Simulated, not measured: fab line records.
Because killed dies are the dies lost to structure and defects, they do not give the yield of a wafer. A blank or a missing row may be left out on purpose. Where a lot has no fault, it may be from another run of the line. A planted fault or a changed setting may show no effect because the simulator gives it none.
Comparing a struck lot with a sound one	flow nand-harc	13 steps out of a route of 1302
Sound: wafers L441.1, L441.3, L441.5. Struck: wafers L453.1, L453.3, L453.6. The cause comes at the end.
For every step that has rows: the tool of each side, followed by ch and its chambers, followed by its first start. Under that, the readings that differ: sound wafers	struck wafers	difference of the means	sigmas: that difference in standard deviations of wafers without a fault.
alike: readings whose means differ by less than 2 such deviations, and words and numbers that are the same on both sides. not compared: withheld readings, readings that some wafer has no value for, bounds like >300 that may hide the same value, and numbers for which the record gives no deviation and whose values overlap.
Wherever a step has rows on one side only, a row that says differs or no value, or a row with sigmas, the two part there. Numbers that have no deviation but don't overlap get no sigmas and don't part them. A reading missing from all wafers of one side parts the sides only when that side holds two or more wafers.

first, 3 steps without rows for these wafers: NHARC_A_STAIRCASE_TRIM_189 (chemistry O2, time 211.2 s); NHARC_A_STAIRCASE_ETCH_190 (etches the open film in C4F8/O2, target depth 100 nm, time 40.5 s); NHARC_A_STAIRCASE_TRIM_191 (chemistry O2, time 211.2 s).
NHARC_A_STAIRCASE_ETCH_192: etches the open film in C4F8/O2, target depth 100 nm, time 40.5 s.
  sound on rie-diel-06 ch 1,3; struck on rie-diel-06 ch 1,2,3
  alike: oes-product-au, rf-fwd-power-W, rf-vpp-V
  not compared: rf-hours-counter-h
then, 1 step without rows for these wafers: NHARC_A_STAIRCASE_TRIM_193 (chemistry O2, time 211.2 s).
NHARC_A_STAIRCASE_ETCH_194: etches the open film in C4F8/O2, target depth 100 nm, time 40.5 s.
  sound on rie-diel-06 ch 0,3; struck on rie-diel-06 ch 0,2,3
  alike: oes-product-au, rf-fwd-power-W, rf-vpp-V
  not compared: rf-hours-counter-h
NHARC_A_STAIRCASE_TRIM_196: chemistry O2, time 211.2 s.
  sound on rie-diel-01 ch 0,2, day 17 21:04; struck on rie-diel-01 ch 0,1,2, day 22 12:10
  alike: drypump-motor-current-A, oes-product-au, rf-vpp-V, showerhead-plenum-p-Torr, throttle-valve-pct
  not compared: rf-hours-counter-h
NHARC_A_STAIRCASE_ETCH_197: etches the open film in C4F8/O2, target depth 100 nm, time 40.5 s.
  sound on rie-diel-01 ch 1,2; struck on rie-diel-01 ch 0,1
reading	sound	struck	difference	sigmas
oes-product-au (a.u.)	0.990 0.954 0.980	0.916 0.934 0.914	-0.053	-3
  alike: rf-fwd-power-W, rf-vpp-V
  not compared: rf-hours-counter-h
then, 1 step without rows for these wafers: NHARC_A_STAIRCASE_TRIM_198 (chemistry O2, time 211.2 s).
NHARC_A_STAIRCASE_ETCH_199: etches the open film in C4F8/O2, target depth 100 nm, time 40.5 s.
  sound on rie-diel-01 ch 1,2,3; struck on rie-diel-01 ch 0,1,3
  alike: oes-product-au, rf-fwd-power-W, rf-vpp-V
  not compared: rf-hours-counter-h
then, 1 step without rows for these wafers: NHARC_A_STAIRCASE_TRIM_200 (chemistry O2, time 211.2 s).
NHARC_A_STAIRCASE_ETCH_201: etches the open film in C4F8/O2, target depth 100 nm, time 40.5 s.
  sound on rie-diel-01 ch 0,1,3, day 17 21:43; struck on rie-diel-01 ch 1,2, day 22 12:53
reading	sound	struck	difference	sigmas
oes-product-au (a.u.)	0.955 0.957 0.943	1.025 1.017 1.011	+0.066	+5
rf-fwd-power-W (W)	594.4 594.2 592.4	688.1 688.4 690.0	+95.2	+37
  alike: rf-vpp-V
  not compared: rf-hours-counter-h
then, 1 step without rows for these wafers: NHARC_A_STAIRCASE_TRIM_202 (chemistry O2, time 211.2 s).

## WHERE THEY PART
First at NHARC_A_STAIRCASE_ETCH_197; last, within this record, at NHARC_A_STAIRCASE_ETCH_201.

WHY: what the simulator had put in
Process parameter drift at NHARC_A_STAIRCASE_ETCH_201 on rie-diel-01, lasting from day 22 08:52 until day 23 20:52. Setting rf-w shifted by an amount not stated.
